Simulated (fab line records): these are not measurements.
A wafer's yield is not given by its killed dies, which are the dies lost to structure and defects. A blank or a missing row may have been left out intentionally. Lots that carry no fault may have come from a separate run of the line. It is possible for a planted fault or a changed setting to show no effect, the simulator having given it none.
fab line records    flow nand-harc
[record] lots = 11  wafers = 33  last-day = 25
route steps=1159 shown A_CONTACT@939 A_BLC@976 END@1159
lots that met no fault: taken from a fault-free run of the same line
start-h: start of the lot's first displayed wafer, in hours after the record's first day    wait-h: hours elapsed since this lot's preceding step    " unchanged from the row above    L1.1+2: several wafers, shown together as one row    - either no value or no given start    * or withheld: withheld    < > ~ a bound
route shown NAME@n: a module of which the file shows steps, and the number in the route of the first    usual: mean/standard deviation of fault-free wafers    same: alike in all rows    chamber/n: place in a boat    sites: the reading at each site    _std_site: the values' standard deviation    _edge_site: inner sites' mean taken away from outer sites' mean    radius-mm: for every site, how far away it sits from the centre of the wafer    mask NAME#n: copy n    behind: the last tool/chamber to shape the wafer    hold: why the lot was held/for how many hours/how that ended    device: whichever transistor did not switch (one of n, p or np)    end of line: tests run on the same wafers once the route is complete    a step without rows: its recipe alone    killed: the dies lost at the first sort to structure and to defects; this is not the yield of the wafer    map: a wafer's dies, x killed, . not, _ none there
set.NAME: setting as actually run; set.NAME@STEP: the setting as run at that earlier step    model.NAME: the simulator's own value behind a step, which no gauge read
one table for each step of the route and one row for each wafer, over a sample of lots
services: when a tool's chamber went out of use (start-h, in hours from the record's first day, below 0 if earlier), for how many hours, and the reason
[[steps]]
[step NHARC_A_CONTACT_ETCH_88]
[recipe] target-depth-a = 390  over-etch-frac = 0.3  time-s = 65  ion-energy-ev = 80  cf4-flow-sccm = 150  ar-flow-sccm = 0  rf-w = 300  bias-w = 100  chemistry = CF4
[usual] drypump-motor-current-A = 5.8/0.45  oes-product-au = 1.000/0.015  rf-vpp-V = 151.6/1.3  showerhead-plenum-p-Torr = 1.79/0.065  throttle-valve-pct = 13.283/0.01
lot.wafer  tool         chamber  start-h  wait-h  drypump-motor-current-A  oes-product-au  rf-hours-counter-h  rf-vpp-V  showerhead-plenum-p-Torr  throttle-valve-pct
L260.1     rie-diel-07  1        381.40   0.1     6.2                      1.007           24                  150.3     1.73                      13.283
L260.3     "            2        "        "       5.6                      0.993           25                  149.0     1.67                      13.275
L260.6     "            1        "        "       6.2                      0.997           -                   150.1     1.73                      13.282
L261.2     rie-diel-10  2        389.68   0.1     6.6                      1.007           10                  153.0     1.89                      13.293
L261.3     "            3        "        "       5.0                      0.997           10                  151.9     1.89                      13.290
L261.5     "            1        "        "       5.8                      1.006           -                   153.7     1.78                      13.273
L263.4     rie-diel-07  0        397.59   0.1     6.3                      0.991           28                  151.4     1.84                      13.283
L263.3     "            1        "        "       6.2                      1.006           29                  152.4     1.73                      13.288
L263.6     "            0        "        "       6.3                      0.986           -                   151.0     1.84                      13.265
L262.4     rie-diel-09  2        400.69   0.1     5.8                      1.001           50                  153.5     1.88                      13.286
L262.2     "            3        "        "       5.1                      1.020           49                  151.6     1.84                      13.296
L262.6     "            1        "        "       5.7                      0.993           -                   152.1     1.77                      13.302
L264.4     rie-diel-07  0        423.66   0.1     6.4                      0.978           2                   152.2     1.83                      13.274
L264.2     "            2        "        "       5.5                      1.010           2                   148.9     1.67                      13.287
L264.5     "            3        "        "       6.0                      0.991           -                   152.0     1.78                      13.283
L267.1     rie-diel-10  0        431.62   0.1     6.0                      1.006           25                  149.6     1.73                      13.273
L267.3     "            3        "        "       5.0                      0.976           25                  151.4     1.88                      13.277
L267.5     "            1        "        "       5.8                      1.005           -                   151.3     1.78                      13.285
L269.3     rie-diel-07  0        466.82   0.1     6.3                      0.996           9                   151.9     1.83                      13.290
L269.1     "            1        "        "       6.2                      1.025           9                   150.7     1.73                      13.276
L269.6     "            2        "        "       5.5                      1.035           -                   149.2     1.67                      13.277
L280.2     rie-diel-09  3        507.18   0.1     5.1                      1.014           22                  152.6     1.83                      13.274
L280.4     "            1        "        "       5.7                      0.975           25                  151.7     1.76                      13.283
L280.1     "            2        "        "       5.8                      0.983           24                  152.6     1.87                      13.287
L281.4     rie-diel-10  1        511.96   0.1     5.8                      1.008           49                  151.4     1.77                      13.274
L281.3     "            2        "        "       6.6                      0.998           59                  151.8     1.87                      13.295
L281.1     "            0        "        "       6.1                      0.989           56                  150.7     1.73                      13.293
L283.2     rie-diel-07  3        519.09   0.1     6.0                      0.997           21                  150.6     1.77                      13.273
L283.5     "            0        "        "       6.3                      0.990           -                   152.5     1.83                      13.276
L283.4     "            3        "        "       6.0                      0.997           -                   151.5     1.77                      13.274
L282.2     rie-diel-10  3        525.16   0.1     5.0                      0.985           57                  153.2     1.87                      13.280
L282.6     "            1        "        "       5.8                      1.010           -                   150.5     1.77                      13.280
L282.5     "            2        "        "       6.6                      1.015           -                   152.6     1.87                      13.289
[step NHARC_A_CONTACT_ETCH_92]
[recipe] target-depth-a = 400  over-etch-frac = 0.5  time-s = 85.7  ion-energy-ev = 120  ch3f-flow-sccm = 50  o2-flow-sccm = 30  ar-flow-sccm = 200  rf-w = 500  bias-w = 100  chemistry = CH3F/O2
[usual] drypump-motor-current-A = 5.9/0.41  oes-product-au = 0.94/0.033  rf-vpp-V = 244.8/1.5  showerhead-plenum-p-Torr = 2.49/0.094  throttle-valve-pct = 20.663/0.0091
lot.wafer  tool         chamber  start-h  wait-h  drypump-motor-current-A  oes-product-au  rf-hours-counter-h  rf-vpp-V  showerhead-plenum-p-Torr  throttle-valve-pct
L260.1     rie-diel-09  3        383.47   0.4     5.1                      0.94            42                  246.0     2.57                      20.669
L260.3     "            1        "        "       5.7                      0.92            44                  244.0     2.47                      20.652
L260.6     "            3        "        "       5.1                      0.93            -                   244.6     2.57                      20.684
L261.2     rie-diel-09  0        391.67   0.3     6.0                      0.92            45                  246.5     2.50                      20.673
L261.3     "            2        "        "       5.8                      0.92            47                  246.4     2.62                      20.667
L261.5     "            1        "        "       5.8                      0.92            -                   244.5     2.47                      20.663
L263.3     rie-diel-07  3        399.58   0.3     6.0                      0.92            30                  244.2     2.47                      20.664
L263.6     "            3        "        "       6.0                      0.92            -                   244.2     2.47                      20.662
L263.4     "            1        "        "       6.2                      0.93            -                   244.4     2.41                      20.660
L262.2     rie-diel-07  2        402.98   0.4     5.5                      0.91            30                  241.1     2.31                      20.682
L262.4     "            0        "        "       6.3                      0.91            29                  244.7     2.55                      20.663
L262.6     "            3        "        "       6.0                      0.91            -                   243.9     2.47                      20.662
L264.2     rie-diel-07  1        425.69   0.4     6.2                      0.93            2                   243.5     2.40                      20.646
L264.4     "            2        "        "       5.6                      0.93            2                   242.6     2.31                      20.673
L264.5     "            3        "        "       6.0                      0.92            -                   244.9     2.47                      20.664
L267.1     rie-diel-07  0        433.63   0.3     6.3                      0.92            4                   246.5     2.55                      20.663
L267.3     "            2        "        "       5.5                      0.94            4                   242.6     2.31                      20.657
L267.5     "            0        "        "       6.3                      0.92            -                   247.1     2.55                      20.663
L269.1     rie-diel-07  2        468.87   0.4     5.5                      0.94            10                  242.9     2.31                      20.660
L269.3     "            3        "        "       6.0                      0.92            11                  244.2     2.47                      20.652
L269.6     "            1        "        "       6.2                      0.92            -                   243.7     2.40                      20.641
L280.4     rie-diel-07  3        509.49   0.3     6.0                      0.92            19                  244.7     2.46                      20.666
L280.1     "            1        "        "       6.2                      0.93            17                  243.3     2.40                      20.664
L280.2     "            2        "        "       5.5                      0.96            18                  242.3     2.31                      20.659
L281.1     rie-diel-07  3        514.04   0.4     6.0                      0.92            20                  243.6     2.46                      20.652
L281.3     "            0        "        "       6.3                      0.92            16                  245.8     2.55                      20.655
L281.4     "            2        "        "       5.5                      0.96            19                  243.0     2.31                      20.648
L283.2     rie-diel-07  1        521.25   0.3     6.2                      0.94            20                  243.6     2.40                      20.677
L283.5     "            1        "        "       6.2                      0.94            -                   243.2     2.40                      20.672
L283.4     "            3        "        "       6.0                      0.93            -                   243.1     2.46                      20.658
L282.2     rie-diel-10  0        527.17   0.4     6.1                      0.94            61                  242.3     2.40                      20.670
L282.6     "            3        "        "       5.0                      0.92            -                   246.1     2.61                      20.655
L282.5     "            0        "        "       6.1                      0.93            -                   244.5     2.40                      20.662
[step NHARC_A_CONTACT_CVD_19]
[recipe] target-thk-a = 3000  temp-c = 300  pressure-torr = 40  wf6-flow-sccm = 40  h2-flow-sccm = 1600  ar-flow-sccm = 1560  time-s = 802  material = W
[usual] heater-power-w = 500/34  susceptor-temp-C = 300.00/0.2  throttle-valve-pct = 7.86/0.21
lot.wafer  tool      chamber  start-h  wait-h  heater-power-w  susceptor-temp-C  throttle-valve-pct
L260.1     cvd-w-01  0        -        -       534             300.51            7.47
L260.3     "         0        "        "       546             300.24            7.76
L260.6     "         0        "        "       549             299.80            7.79
L261.2     cvd-w-01  0        -        -       553             300.05            7.71
L261.3     "         1        "        "       441             299.95            7.82
L261.5     "         1        "        "       439             299.82            7.85
L263.4     cvd-w-01  0        -        -       542             -                 7.39
L263.3     "         1        "        "       438             -                 7.66
L263.6     "         1        "        "       434             -                 7.83
L262.2     cvd-w-02  0        -        -       516             300.20            7.72
L262.4     "         1        "        "       478             300.11            7.99
L262.6     "         0        "        "       509             300.00            8.02
L264.2     cvd-w-02  0        -        -       510             300.10            8.04
L264.4     "         0        "        "       505             299.82            7.60
L264.5     "         0        "        "       518             300.08            7.96
L267.1     cvd-w-02  1        -        -       477             299.97            7.85
L267.3     "         1        "        "       479             299.88            7.93
L267.5     "         1        "        "       480             300.08            8.02
L269.1     cvd-w-02  0        -        -       517             299.76            8.04
L269.3     "         1        "        "       471             299.84            7.90
L269.6     "         0        "        "       505             299.72            8.19
L280.2     cvd-w-02  0        -        -       521             299.92            7.88
L280.1     "         1        "        "       478             299.97            7.90
L280.4     "         1        "        "       476             300.04            7.84
L281.1     cvd-w-02  1        -        -       487             299.97            8.13
L281.4     "         0        "        "       513             299.98            8.19
L281.3     "         1        "        "       472             299.94            8.10
L283.2     cvd-w-01  0        -        -       539             299.70            7.82
L283.4     "         0        "        "       540             299.68            7.87
L283.5     "         0        "        "       549             299.95            8.00
L282.2     cvd-w-02  0        -        -       528             -                 8.00
L282.6     "         0        "        "       523             -                 7.92
L282.5     "         1        "        "       488             -                 7.97
[step NHARC_A_CONTACT_CMP_20]
[recipe] t-overpolish-s = 30  target-thk-nm = 300
[usual] motor-current-A = 11.9/1.3  overpolish-run-s = 30.000/0.0088  time-to-endpoint-s = 58/3.7
lot.wafer  tool    chamber  start-h  wait-h  motor-current-A  overpolish-run-s  time-to-endpoint-s
L260.1     cmp-04  2        396.45   1.4     12.9             30.003            60
L260.3     "       3        "        "       14.0             30.009            58
L260.6     "       0        "        "       13.3             29.991            58
L261.2     cmp-01  0        401.69   0.7     11.6             29.988            61
L261.3     "       1        "        "       10.1             30.006            65
L261.5     "       0        "        "       12.0             30.014            60
L263.3     cmp-04  0        408.63   0.4     12.8             29.995            55
L263.4     "       1        "        "       12.3             30.009            64
L263.6     "       1        "        "       13.2             30.001            62
L262.2     cmp-01  3        409.71   0.8     13.7             30.001            61
L262.4     "       1        "        "       10.2             30.004            68
L262.6     "       0        "        "       11.1             29.997            58
L264.2     cmp-03  0        431.70   0.7     10.4             30.007            57
L264.4     "       2        "        "       10.7             29.986            57
L264.5     "       1        "        "       12.5             30.004            60
L267.3     cmp-01  2        435.99   0.6     10.7             29.998            60
L267.1     "       3        "        "       12.6             30.013            63
L267.5     "       1        "        "       9.9              30.010            66
L269.3     cmp-01  0        471.18   0.6     11.6             30.004            63
L269.1     "       2        "        "       10.3             29.998            58
L269.6     "       3        "        "       13.4             30.003            63
L280.2     cmp-04  3        512.30   0.8     14.7             30.009            55
L280.1     "       1        "        "       13.1             29.987            60
L280.4     "       2        "        "       12.2             29.999            58
L281.3     cmp-03  0        519.61   0.4     11.3             30.006            56
L281.1     "       1        "        "       12.3             30.004            60
L281.4     "       3        "        "       11.8             29.994            51
L283.2     cmp-04  0        524.00   0.8     12.2             29.996            50
L283.4     "       2        "        "       12.9             29.993            54
L283.5     "       0        "        "       11.9             29.990            50
L282.2     cmp-03  3        530.30   0.8     11.1             29.983            51
L282.5     "       2        "        "       11.5             30.010            57
L282.6     "       3        "        "       11.9             29.984            50
[step NHARC_A_BLC_INSPECT_12]
[usual] raw-defect-count = 34/15
lot.wafer  tool               chamber  start-h  wait-h  raw-defect-count
L260.1     defect-inspect-02  -        397.45   0.0     39
L260.3     "                  -        "        "       32
L260.6     "                  -        "        "       31
L261.2     defect-inspect-02  -        402.70   0.0     25
L261.3     "                  -        "        "       22
L261.5     "                  -        "        "       20
L263.3     defect-inspect-01  -        409.67   0.0     33
L263.4     "                  -        "        "       33
L263.6     "                  -        "        "       34
L262.2     defect-inspect-01  -        410.77   0.0     14
L262.4     "                  -        "        "       15
L262.6     "                  -        "        "       11
L264.2     defect-inspect-01  -        432.61   0.0     28
L264.4     "                  -        "        "       23
L264.5     "                  -        "        "       19
L267.1     defect-inspect-02  -        436.87   0.0     39
L267.3     "                  -        "        "       45
L267.5     "                  -        "        "       44
L269.1     defect-inspect-01  -        472.06   0.0     333
L269.3     "                  -        "        "       312
L269.6     "                  -        "        "       271
L280.1     defect-inspect-01  -        513.47   0.0     24
L280.2     "                  -        "        "       13
L280.4     "                  -        "        "       21
L281.1     defect-inspect-02  -        520.53   0.0     70
L281.3     "                  -        "        "       46
L281.4     "                  -        "        "       61
L283.2     defect-inspect-01  -        525.01   0.0     15
L283.4     "                  -        "        "       14
L283.5     "                  -        "        "       12
L282.2     defect-inspect-01  -        531.32   0.0     46
L282.5     "                  -        "        "       39
L282.6     "                  -        "        "       56
[step NHARC_END_SORT_01]
[recipe] temp-c = 25
[usual] killed-at-array = 30/10  killed-at-other = 0.5/0.82  killed-at-periphery = 2.9/2  killed-dies = 34/11  killed-open = 3.2/1.8  killed-short = 2.0/1.4
[same] gross-dies = 677
lot.wafer  tool       chamber  start-h  wait-h  killed-at-array  killed-at-other  killed-at-periphery  killed-dies  killed-open  killed-short
L269.1     prober-02  0        516.02   2.5     253              0                2                    255          6            1
L269.3     prober-02  0        517.60   3.1     228              0                3                    231          4            1
L269.6     prober-02  0        519.97   4.0     220              0                2                    222          2            3
// killed by level:class
L269.1 A_CONTACT:unspecified=222 A_SLIT:chamber-film-flake=11 A_CHANNEL_HOLE_D1:chamber-film-flake=8 A_STAIRCASE:chamber-film-flake=3 A_CONTACT:chamber-film-flake=3 A_CHANNEL_FILL_D1:geometric-particle:open=2 A_CONTACT:geometric-particle:open=2 P_CONTACT:geometric-particle:open=1
L269.3 A_CONTACT:unspecified=201 A_CHANNEL_HOLE_D1:chamber-film-flake=12 A_SLIT:chamber-film-flake=9 A_STAIRCASE:chamber-film-flake=3 P_CONTACT:geometric-particle:open=1 P_M1:geometric-particle:open=1 A_CHANNEL_FILL_D1:geometric-particle:short=1 A_SGD_CUT:geometric-particle:open=1
L269.6 A_CONTACT:unspecified=191 A_SLIT:chamber-film-flake=12 A_CHANNEL_HOLE_D1:chamber-film-flake=9 A_STAIRCASE:chamber-film-flake=2 P_M0:geometric-particle:open=1 A_CHANNEL_FILL_D1:geometric-particle:short=1 A_CHANNEL_FILL_D1:geometric-particle:open=1 A_SGD_CUT:geometric-particle:short=1
[[services]]
tool         chamber  start-h  hours  kind
rie-diel-07  0        359.87   -      clean
rie-diel-07  1        359.87   -      clean
rie-diel-07  2        359.87   -      clean
cmp-01       -        375.55   4.0    pm
cvd-w-02     -        381.02   13.0   pm
cmp-01       -        381.48   2.6    repair
cmp-04       -        399.39   4.0    pm
rie-diel-07  0        399.53   2.7    repair
rie-diel-07  -        405.22   9.0    pm
cmp-01       -        425.09   2.2    repair
rie-diel-09  -        431.35   9.0    pm
rie-diel-07  1        431.74   1.5    repair
cmp-03       -        438.76   0.9    repair
cmp-03       -        450.00   4.0    pm
cmp-01       -        454.98   1.2    repair
rie-diel-10  3        460.06   4.1    repair
cmp-01       -        473.55   4.0    pm
rie-diel-10  3        479.12   10.5   repair
cvd-w-01     -        479.65   13.0   pm
rie-diel-10  0        485.28   9.0    repair
cmp-04       -        497.39   4.0    pm
cmp-03       -        504.64   0.8    repair
cmp-03       -        505.97   3.2    repair
cmp-01       -        529.29   0.8    repair
[[key]]
[first-sign] step = NHARC_A_BLC_INSPECT_12  reading = raw-defect-count  direction = up  sigmas = 18  usual = 34  struck = 305
[effect] step = NHARC_END_SORT_01  reading = killed-at-array  direction = up  sigmas = 20  usual = 30  struck = 234
[more-kills-born-at] NHARC_A_CONTACT_CMP_20@cmp-01 = 614
met-at NHARC_A_CONTACT_CMP_20
struck-lots L269
tester-left-out L269
not-acting-at NHARC_A_CONTACT_ETCH_88,NHARC_A_CONTACT_ETCH_92,NHARC_A_CONTACT_CVD_19
onset-between 435.99 471.18
[fault] kind = chamber-particle-source  tool = cmp-01  chamber = -  onset-h = 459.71  steps = NHARC_A_CONTACT_CMP_20  rate-per-visit-cm2 = 0.41176  end-h = 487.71
// tester-left-out: of these lots the tester's yield and bins aren't shown, on N5 and GAA mostly nor the transistor test; their killed dies are dies lost to structure and defects alone, not to doping, threshold or leakage, so they don't give the yield
